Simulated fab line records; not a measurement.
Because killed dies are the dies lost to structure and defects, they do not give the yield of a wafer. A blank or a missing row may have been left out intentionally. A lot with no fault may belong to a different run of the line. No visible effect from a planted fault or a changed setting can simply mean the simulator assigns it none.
Chamber matching ; flow nand harc ; NHARC_A_STAIRCASE_DEP_259 on pecvd-01 has 3 sister chambers
The step deposits SiON, target thk 30 nm. 18 wafers are shown with their chamber, then 9 later ones without.

WAFERS PAIRED WITH THEIR CHAMBERS
wafer;chamber;heater power w (W)
L077.1;0;729
L077.3;1;804
L077.6;0;744
L079.2;0;682
L079.4;0;704
L079.6;2;864
L078.2;2;943
L078.4;0;713
L078.6;1;797
L081.1;2;929
L081.4;0;652
L081.6;1;685
L083.3;1;736
L083.4;1;735
L083.5;2;885
L087.2;1;781
L087.3;2;862
L087.6;1;764

SIGNATURES, as means of the wafers listed above
reading;chamber 0;chamber 1;chamber 2;scatter within a chamber
heater power w;704.00;757.43;896.60;38
Rule: for a wafer and a chamber, the distance is found by dividing, reading by reading, the gap between the wafer's reading and the chamber's mean by the reading's scatter, squaring, summing and taking the root. If the next closest chamber is less than 2 further off than the closest, the wafer can't be placed; otherwise it belongs to the closest. The scatter: the root of (the sum of the squares of (reading less its chamber's mean) over the shown wafers, divided by (wafers less chambers)).

WAFERS MISSING THEIR CHAMBER
wafer;heater power w (W)
L090.1;691
L090.4;686
L090.6;863
L097.1;716
L097.4;706
L097.6;701
L096.1;689
L096.2;742
L096.4;698

EACH ONE'S CHAMBER
wafer;from the rows above;in truth
L090.1;can't be placed: 0 or 1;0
L090.4;can't be placed: 0 or 1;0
L090.6;can't be placed: 2 or 1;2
L097.1;can't be placed: 0 or 1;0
L097.4;can't be placed: 0 or 1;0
L097.6;can't be placed: 0 or 1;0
L096.1;can't be placed: 0 or 1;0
L096.2;can't be placed: 1 or 0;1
L096.4;can't be placed: 0 or 1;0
0 of 9 placed correctly. These rows do not allow placing 9 (true chamber among the candidates in 9). Number placed wrongly: 0.
